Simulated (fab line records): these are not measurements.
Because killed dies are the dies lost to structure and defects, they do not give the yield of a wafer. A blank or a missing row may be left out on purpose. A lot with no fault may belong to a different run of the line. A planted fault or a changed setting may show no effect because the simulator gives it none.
fab line records	flow nand_harc
record: lots: 13	wafers: 39	last_day: 24
route steps=1159 shown A_ZERO_WELL@401 A_ONON_D1@436 END@1159
lots that met no fault: taken from a fault-free run of the same line
start_h: start of the lot's first displayed wafer, in hours after the record's first day	wait_h: how many hours have passed since the lot's step before this one	" identical to the entry in the row above	L1.1+2: a single row standing in for several wafers	- no value, or no start given	* or withheld: withheld	< > ~ a bound
route shown NAME@n: NAME is a module with steps in the file, n the number in the route of the first one	usual: mean/standard deviation of fault-free wafers	same: alike in all rows	chamber/n: place in a boat	sites: per-site readings	_std_site: how widely they spread, as a standard deviation	_edge_site: outer sites' mean less inner sites'	radius_mm: how far each site lies from the wafer's centre	mask NAME#n: copy n	behind: the last tool/chamber to shape the wafer	hold: why the lot went on hold/how many hours it stayed there/how the hold came to an end	device: names the non-switching transistor (n, p or np)	end of line: the same wafers' tests at the end of the route	where a step has no rows: the recipe by itself	killed: dies lost to structure and defects at the first sort, not the wafer's yield	map: a wafer's dies, marking killed ones x, the rest . and places with no die _
set.NAME: the setting the step ran with; set.NAME@STEP: the setting that earlier step ran with	model.NAME: the simulator's own value behind a step, which no gauge read
route steps across a sampled set of lots; one table per step, one row per wafer
services: the hour from which a tool's chamber was out of use, counted from the record's first day as start_h (under 0 if before that day), plus the number of hours and why
== steps ==
step: NHARC_A_ZERO_WELL_CD_MEAS_10
recipe: target_cd_nm: 2000	landing_energy_ev: 500
usual: cd_nm: 2000.4/1.4
lot.wafer	tool	chamber	start_h	wait_h	cd_nm
L105.1	cd_sem-02	0	143.08	-	2000.2
L105.2	"	0	"	"	2001.1
L105.5	"	0	"	"	2002.2
L106.1	cd_sem-03	0	144.50	-	2000.1
L106.4	"	0	"	"	1998.9
L106.5	"	0	"	"	1999.4
L110.2	cd_sem-02	0	171.38	-	2000.0
L110.5	"	0	"	"	2000.2
L110.6	"	0	"	"	1999.4
L113.1	cd_sem-03	0	178.50	-	2001.4
L113.5	"	0	"	"	1999.4
L113.6	"	0	"	"	2001.4
L115.1	cd_sem-01	0	194.01	-	2001.1
L115.3	"	0	"	"	2002.1
L115.4	"	0	"	"	2000.4
L119.3	cd_sem-02	0	213.72	-	1997.5
L119.5	"	0	"	"	2000.6
L119.6	"	0	"	"	1998.6
L122.1	cd_sem-02	0	231.84	-	1999.7
L122.3	"	0	"	"	2000.6
L122.5	"	0	"	"	1999.0
L124.1	cd_sem-02	0	239.61	-	1998.8
L124.2	"	0	"	"	2000.7
L124.6	"	0	"	"	1997.8
L123.2	cd_sem-03	0	245.47	-	2002.0
L123.5	"	0	"	"	2001.2
L123.6	"	0	"	"	2003.0
L125.3	cd_sem-01	0	267.84	-	1999.2
L125.4	"	0	"	"	1998.8
L125.6	"	0	"	"	2000.4
L126.1	cd_sem-01	0	268.86	-	2002.2
L126.2	"	0	"	"	2001.9
L126.4	"	0	"	"	2000.9
L127.2	cd_sem-01	0	269.28	-	2001.2
L127.3	"	0	"	"	2000.9
L127.4	"	0	"	"	2002.3
L128.1	cd_sem-01	0	277.21	-	1999.3
L128.4	"	0	"	"	1999.5
L128.5	"	0	"	"	1999.6
step: NHARC_A_ZERO_WELL_DESCUM_12
recipe: time_s: 3	o2_flow_sccm: 200	ar_flow_sccm: 0	bias_power_w: 0	chemistry: O2
usual: drypump_motor_current_A: 5.65/0.19	oes_product_au: 0.997/0.0067	rf_vpp_V: 57.9/0.95	showerhead_plenum_p_Torr: 1.93/0.067	throttle_valve_pct: 11.311/0.0089
lot.wafer	tool	chamber	start_h	wait_h	drypump_motor_current_A	oes_product_au	rf_hours_counter_h	rf_vpp_V	showerhead_plenum_p_Torr	throttle_valve_pct
L105.1	rie_diel-05	0	143.23	-	5.44	0.993	9	58.4	2.07	11.311
L105.2	"	3	"	"	6.02	1.015	10	58.3	1.95	11.309
L105.5	"	0	"	"	5.44	0.992	-	58.9	2.07	11.312
L106.1	rie_diel-06	2	144.66	-	5.85	0.998	4	58.7	1.98	11.307
L106.4	"	1	"	"	5.60	0.996	5	57.2	1.93	11.315
L106.5	"	2	"	"	5.85	1.001	-	58.4	1.98	11.309
L110.2	rie_diel-06	2	171.54	-	5.86	1.007	5	58.3	1.98	11.310
L110.6	"	1	"	"	5.57	1.000	-	59.1	1.93	11.309
L110.5	"	0	"	"	5.30	0.998	-	58.5	2.03	11.308
L113.1	rie_diel-06	0	178.67	-	5.28	0.987	7	58.8	2.03	11.311
L113.6	"	2	"	"	5.83	1.006	-	59.1	1.98	11.317
L113.5	"	3	"	"	5.56	1.000	-	57.9	1.84	11.315
L115.3	rie_diel-06	3	194.17	-	5.57	0.989	7	57.3	1.84	11.332
L115.1	"	1	"	"	5.58	0.997	8	58.0	1.93	11.310
L115.4	"	2	"	"	5.86	0.991	7	58.3	1.98	11.310
L119.3	rie_diel-08	0	213.91	-	5.82	0.996	11	59.1	1.97	11.330
L119.5	"	1	"	"	5.50	1.000	-	57.8	1.92	11.306
L119.6	"	2	"	"	5.74	1.004	-	57.8	1.96	11.302
L122.1	rie_diel-06	0	232.02	-	5.28	0.983	11	59.5	2.03	11.296
L122.3	"	1	"	"	5.55	0.989	11	59.5	1.93	11.318
L122.5	"	2	"	"	5.86	1.001	-	58.4	1.98	11.305
L124.1	rie_diel-08	0	239.76	-	5.81	0.994	13	57.1	1.97	11.304
L124.2	"	2	"	"	5.73	0.996	8	57.0	1.96	11.308
L124.6	"	0	"	"	5.83	0.996	-	55.2	1.97	11.308
L123.2	rie_diel-08	2	245.65	-	5.71	0.996	9	56.0	1.96	11.294
L123.6	"	3	"	"	5.52	1.006	-	57.6	1.85	11.307
L123.5	"	0	"	"	5.82	0.991	-	59.6	1.97	11.304
L125.4	rie_diel-05	2	267.99	-	5.73	0.999	5	57.5	1.82	11.309
L125.3	"	3	"	"	6.03	1.004	5	57.1	1.94	11.311
L125.6	"	2	"	"	5.71	0.999	-	57.2	1.82	11.327
L126.4	rie_diel-06	0	269.02	-	5.29	0.996	1	58.2	2.03	11.310
L126.1	"	2	"	"	5.83	0.992	1	57.5	1.98	11.306
L126.2	"	3	"	"	5.56	1.000	1	56.1	1.84	11.303
L127.4	rie_diel-05	2	269.45	-	5.78	1.006	5	59.9	1.82	11.310
L127.2	"	3	"	"	6.03	1.006	5	57.1	1.94	11.315
L127.3	"	0	"	"	5.40	1.005	6	57.5	2.07	11.312
L128.1	rie_diel-08	0	277.40	-	5.86	0.994	18	59.0	1.96	11.304
L128.4	"	1	"	"	5.52	1.002	-	57.5	1.92	11.299
L128.5	"	0	"	"	5.81	1.001	-	57.5	1.96	11.281
step: NHARC_A_ONON_D1_DEP_16
recipe: target_thk_a: 10000	n2_flow_sccm: 2750	n2o_flow_sccm: 2000	nh3_flow_sccm: 500	sih4_flow_sccm: 210	temp_c: 400
usual: susceptor_temp_C: 400.03/0.22
lot.wafer	tool	chamber	start_h	wait_h	susceptor_temp_C
L105.1	pecvd_onon-04	0	174.94	0.1	400.33
L105.2	"	0	"	"	400.05
L105.5	"	0	"	"	400.28
L106.1	pecvd_onon-02	0	174.96	0.1	399.72
L106.4	"	0	"	"	399.37
L106.5	"	0	"	"	400.13
L110.2	pecvd_onon-02	0	200.42	0.1	399.50
L110.5	"	0	"	"	399.61
L110.6	"	0	"	"	399.69
L113.1	pecvd_onon-02	0	215.20	0.1	400.16
L113.5	"	0	"	"	400.00
L113.6	"	0	"	"	400.13
L115.1	pecvd_onon-04	0	224.45	0.1	400.01
L115.3	"	0	"	"	399.97
L115.4	"	0	"	"	399.76
L119.3	pecvd_onon-01	0	245.72	0.5	399.76
L119.5	"	0	"	"	399.94
L119.6	"	0	"	"	399.81
L122.1	pecvd_onon-04	0	264.72	0.1	400.24
L122.3	"	0	"	"	399.89
L122.5	"	0	"	"	400.00
L124.1	pecvd_onon-04	0	273.52	0.1	399.93
L124.2	"	0	"	"	399.87
L124.6	"	0	"	"	400.13
L123.2	pecvd_onon-01	0	282.40	0.1	400.04
L123.5	"	0	"	"	399.91
L123.6	"	0	"	"	400.15
L126.1	pecvd_onon-04	0	300.72	0.1	399.58
L126.2	"	0	"	"	399.91
L126.4	"	0	"	"	399.49
L127.2	pecvd_onon-01	0	301.10	0.4	400.15
L127.3	"	0	"	"	399.95
L127.4	"	0	"	"	399.81
L125.3	pecvd_onon-04	0	301.19	0.5	399.77
L125.4	"	0	"	"	400.00
L125.6	"	0	"	"	400.20
L128.1	pecvd_onon-04	0	309.31	0.1	400.32
L128.4	"	0	"	"	399.96
L128.5	"	0	"	"	400.08
step: NHARC_A_ONON_D1_THK_MEAS_18
recipe: thk_meas_gauge: ellipsometry
usual: thk_nm: 1005/7.8
lot.wafer	tool	chamber	start_h	wait_h	thk_nm
L105.1	film_metro-01	-	175.45	-	1006
L105.2	"	-	"	"	1005
L105.5	"	-	"	"	1006
L106.1	film_metro-02	-	175.47	-	1005
L106.4	"	-	"	"	1004
L106.5	"	-	"	"	1003
L110.2	film_metro-01	-	200.88	-	707
L110.5	"	-	"	"	706
L110.6	"	-	"	"	705
L113.1	film_metro-02	-	215.70	-	699
L113.5	"	-	"	"	701
L113.6	"	-	"	"	700
L115.1	film_metro-01	-	224.96	-	999
L115.3	"	-	"	"	999
L115.4	"	-	"	"	999
L119.3	film_metro-01	-	246.12	-	996
L119.5	"	-	"	"	998
L119.6	"	-	"	"	996
L122.1	film_metro-01	-	265.24	-	1009
L122.3	"	-	"	"	1008
L122.5	"	-	"	"	1009
L124.1	film_metro-01	-	274.03	-	1008
L124.2	"	-	"	"	1010
L124.6	"	-	"	"	1009
L123.2	film_metro-01	-	282.84	-	990
L123.5	"	-	"	"	990
L123.6	"	-	"	"	990
L126.1	film_metro-01	-	301.23	-	1003
L126.2	"	-	"	"	1004
L126.4	"	-	"	"	1004
L127.2	film_metro-01	-	301.55	-	1008
L127.3	"	-	"	"	1006
L127.4	"	-	"	"	1006
L125.3	film_metro-02	-	301.58	-	1011
L125.4	"	-	"	"	1011
L125.6	"	-	"	"	1010
L128.1	film_metro-02	-	309.82	-	1009
L128.4	"	-	"	"	1009
L128.5	"	-	"	"	1007
step: NHARC_END_SORT_01
recipe: temp_c: 25
usual: killed_at_array: 26/8.6	killed_at_other: 0.7/0.97	killed_at_periphery: 3.2/2.2	killed_dies: 30/8.9	killed_open: 3.1/1.8	killed_short: 2.2/1.8
same: gross_dies: 677
lot.wafer	tool	chamber	start_h	wait_h	killed_at_array	killed_at_other	killed_at_periphery	killed_dies	killed_open	killed_short
L110.2	prober-01	0	459.12	2.8	675	0	2	677	1	4
L110.5	prober-01	0	461.53	3.7	673	1	3	677	0	4
L110.6	prober-01	0	462.33	4.0	673	1	3	677	4	2
L113.1	prober-01	0	489.85	2.5	675	0	2	677	4	5
L113.5	prober-01	0	493.07	3.7	671	1	5	677	5	4
L113.6	prober-01	0	493.87	4.0	673	1	3	677	4	3
L122.1	prober-02	0	540.52	2.5	30	1	1	32	4	0
L122.3	prober-02	0	542.15	3.1	35	0	2	37	2	5
L122.5	prober-02	0	543.78	3.8	25	0	1	26	0	1
killed by level:class
L110.2 A_ONON_D1:area_dep=664 A_STAIRCASE:chamber_film_flake=3 A_ONON_D1:geometric_particle:short=2 P_GATE:geometric_particle:short=1 A_WL_FILL:geometric_particle:short=1 A_CONTACT:geometric_particle:open=1 P_STI:chamber_film_flake=1 A_CHANNEL_HOLE_D1:chamber_film_flake=1
L110.5 A_ONON_D1:area_dep=665 A_CHANNEL_HOLE_D1:chamber_film_flake=3 A_ONON_D1:geometric_particle:short=2 P_ZERO_WELL:chamber_film_flake=2 A_STAIRCASE:chamber_film_flake=2 P_CONTACT:geometric_particle:short=1 A_WL_FILL:geometric_particle:short=1 THIN_TSV:chamber_film_flake=1
L110.6 A_ONON_D1:area_dep=655 A_CHANNEL_HOLE_D1:chamber_film_flake=5 P_ZERO_WELL:chamber_film_flake=3 A_STAIRCASE:chamber_film_flake=3 A_ONON_D1:geometric_particle:short=2 A_CONTACT:chamber_film_flake=2 A_ONON_D1:geometric_particle:open=1 A_STAIRCASE:geometric_particle:open=1
L113.1 A_ONON_D1:area_dep=649 A_CHANNEL_HOLE_D1:chamber_film_flake=11 A_STAIRCASE:chamber_film_flake=3 A_WL_FILL:geometric_particle:short=2 A_CONTACT:geometric_particle:open=2 P_GATE:chamber_film_flake=2 A_CONTACT:chamber_film_flake=2 A_CHANNEL_HOLE_D1:geometric_particle:short=1
L113.5 A_ONON_D1:area_dep=644 A_CHANNEL_HOLE_D1:chamber_film_flake=16 A_STAIRCASE:chamber_film_flake=3 P_CONTACT:geometric_particle:open=2 A_ONON_D1:geometric_particle:short=2 P_GATE:chamber_film_flake=2 A_CONTACT:chamber_film_flake=2 P_M0:geometric_particle:short=1
L113.6 A_ONON_D1:area_dep=649 A_CHANNEL_HOLE_D1:chamber_film_flake=16 A_CONTACT:geometric_particle:open=2 A_ZERO_WELL:chamber_film_flake=2 P_CONTACT:geometric_particle:open=1 P_CONTACT:geometric_particle:short=1 A_CHANNEL_FILL_D1:geometric_particle:short=1 A_CHANNEL_FILL_D1:geometric_particle:open=1
L122.1 A_SLIT:chamber_film_flake=14 A_CHANNEL_HOLE_D1:chamber_film_flake=7 A_CONTACT:chamber_film_flake=4 A_STAIRCASE:chamber_film_flake=2 P_CONTACT:geometric_particle:open=1 A_SOURCE_PLATE:geometric_particle:open=1 A_CHANNEL_FILL_D1:geometric_particle:open=1 A_CONTACT:geometric_particle:open=1
L122.3 A_SLIT:chamber_film_flake=17 A_CHANNEL_HOLE_D1:chamber_film_flake=6 A_CONTACT:chamber_film_flake=3 A_WL_FILL:geometric_particle:short=2 A_M0:geometric_particle:short=2 A_STAIRCASE:chamber_film_flake=2 P_M1:geometric_particle:short=1 A_SGD_CUT:geometric_particle:open=1
L122.5 A_SLIT:chamber_film_flake=12 A_CHANNEL_HOLE_D1:chamber_film_flake=6 A_STAIRCASE:chamber_film_flake=3 A_CONTACT:chamber_film_flake=2 A_WL_FILL:geometric_particle:short=1 P_M1:chamber_film_flake=1 A_BLC:chamber_film_flake=1
== services ==
tool	chamber	start_h	hours	kind
rie_diel-06	0	122.20	-	clean
rie_diel-06	1	122.20	-	clean
rie_diel-06	2	122.20	-	clean
rie_diel-06	3	122.20	-	clean
rie_diel-08	-	124.80	9.0	pm
rie_diel-05	2	139.94	7.5	repair
rie_diel-08	2	142.47	13.4	repair
rie_diel-06	0	146.71	-	clean
rie_diel-06	1	146.71	-	clean
rie_diel-06	2	146.71	-	clean
rie_diel-06	3	146.71	-	clean
rie_diel-05	-	163.60	9.0	pm
rie_diel-06	3	170.80	5.3	repair
pecvd_onon-01	-	195.00	13.0	pm
pecvd_onon-04	-	237.00	13.0	pm
rie_diel-06	-	241.20	9.0	pm
rie_diel-08	1	254.56	3.7	repair
rie_diel-05	-	270.63	0.3	repair
rie_diel-08	3	275.15	3.4	repair
rie_diel-06	-	277.03	1.1	repair
rie_diel-06	1	279.67	17.4	repair
rie_diel-06	3	290.08	19.7	repair
pecvd_onon-02	-	292.00	13.0	pm
rie_diel-08	-	301.80	9.0	pm
== key ==
first_sign: step: NHARC_A_ONON_D1_THK_MEAS_18	reading: thk_nm	direction: down	sigmas: 39	usual: 1005	struck: 703
effect: step: NHARC_END_SORT_01	reading: killed_at_array	direction: up	sigmas: 75	usual: 26	struck: 673
more_kills_born_at: NHARC_A_ONON_D1_DEP_16@pecvd_onon-02: 3926
met_at NHARC_A_ONON_D1_DEP_16
struck_lots L110,L113
struck_wafers L110.2,L110.5,L110.6,L113.1,L113.5,L113.6
later_rows_left_out L110.2,L110.5,L110.6,L113.1,L113.5,L113.6
tester_left_out L110,L113
not_acting_at NHARC_A_ZERO_WELL_CD_MEAS_10,NHARC_A_ZERO_WELL_DESCUM_12
onset_between 174.96 200.42
fault: kind: process_parameter_drift	tool: pecvd_onon-02	chamber: 0	onset_h: 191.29	steps: NHARC_A_ONON_D1_DEP_16	channel: target_thk_a	offset: *	shape: step	end_h: 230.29	acts_in: *	stated: *
tester_left_out: of these lots the tester's yield and bins aren't shown, on N5 and GAA mostly nor the transistor test; their killed dies are dies lost to structure and defects alone, not to doping, threshold or leakage, so they don't give the yield
later_rows_left_out: the simulator's readings of these wafers behind a module that went badly wrong aren't trusted and aren't shown, but for the sort
